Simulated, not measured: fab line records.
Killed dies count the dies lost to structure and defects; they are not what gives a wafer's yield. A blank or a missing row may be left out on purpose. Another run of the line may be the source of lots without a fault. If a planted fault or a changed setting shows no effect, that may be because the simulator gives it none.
Chamber matching :: flow n5_finfet :: 3 sister chambers for N5_BEOL_M7_CURE_75 on uv_cure-03
The step cures SiCOH lowk, time 120 s. 3 wafers are shown with their chamber, then 11 later ones without.

== WAFERS WITH THEIR CHAMBER ==
wafer: L083.6
chamber: 0
wafer_temp_C_max: 370.7

wafer: L091.5
chamber: 2
wafer_temp_C_max: 371.5

wafer: L092.1
chamber: 1
wafer_temp_C_max: 371.3

== WAFERS WHOSE CHAMBER IS MISSING ==
wafer: L092.4
wafer_temp_C_max: 371.1

wafer: L092.6
wafer_temp_C_max: 371.3

wafer: L092.2
wafer_temp_C_max: 371.3

wafer: L092.3
wafer_temp_C_max: 371.7

wafer: L092.5
wafer_temp_C_max: 371.0

wafer: L093.2
wafer_temp_C_max: 372.0

wafer: L093.3
wafer_temp_C_max: 371.2

wafer: L093.6
wafer_temp_C_max: 371.0

wafer: L095.1
wafer_temp_C_max: 371.0

wafer: L095.2
wafer_temp_C_max: 371.5

wafer: L095.6
wafer_temp_C_max: 371.1

== WHICH CHAMBER EACH ONE RAN IN ==
wafer: L092.4
from the rows above: can't be placed: 1 or 2 or 0
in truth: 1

wafer: L092.6
from the rows above: can't be placed: 1 or 2
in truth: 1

wafer: L092.2
from the rows above: can't be placed: 1 or 2
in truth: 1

wafer: L092.3
from the rows above: can't be placed: 2 or 1
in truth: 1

wafer: L092.5
from the rows above: can't be placed: 0 or 1 or 2
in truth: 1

wafer: L093.2
from the rows above: can't be placed: 2 or 1
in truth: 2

wafer: L093.3
from the rows above: can't be placed: 1 or 2 or 0
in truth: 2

wafer: L093.6
from the rows above: can't be placed: 0 or 1 or 2
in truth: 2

wafer: L095.1
from the rows above: can't be placed: 0 or 1 or 2
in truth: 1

wafer: L095.2
from the rows above: can't be placed: 2 or 1
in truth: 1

wafer: L095.6
from the rows above: can't be placed: 1 or 2 or 0
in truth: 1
Correctly placed: 0 of 11. From these rows, 11 cannot be placed; in 11 the true chamber is one of the candidates. 0 placed wrongly.
How it was worked out, from the rows above alone: a wafer's distance from a chamber is the root of the sum, over the readings, of the square of ((its reading less the chamber's mean) divided by the reading's scatter). The wafer belongs to the nearest chamber; if the next one is less than 2 further off, it can't be placed. The mean given for a chamber averages the wafers shown for that chamber. The scatter: with one shown wafer a chamber, the root of the mean of the squares of how far each hidden wafer lies from its nearest shown one.
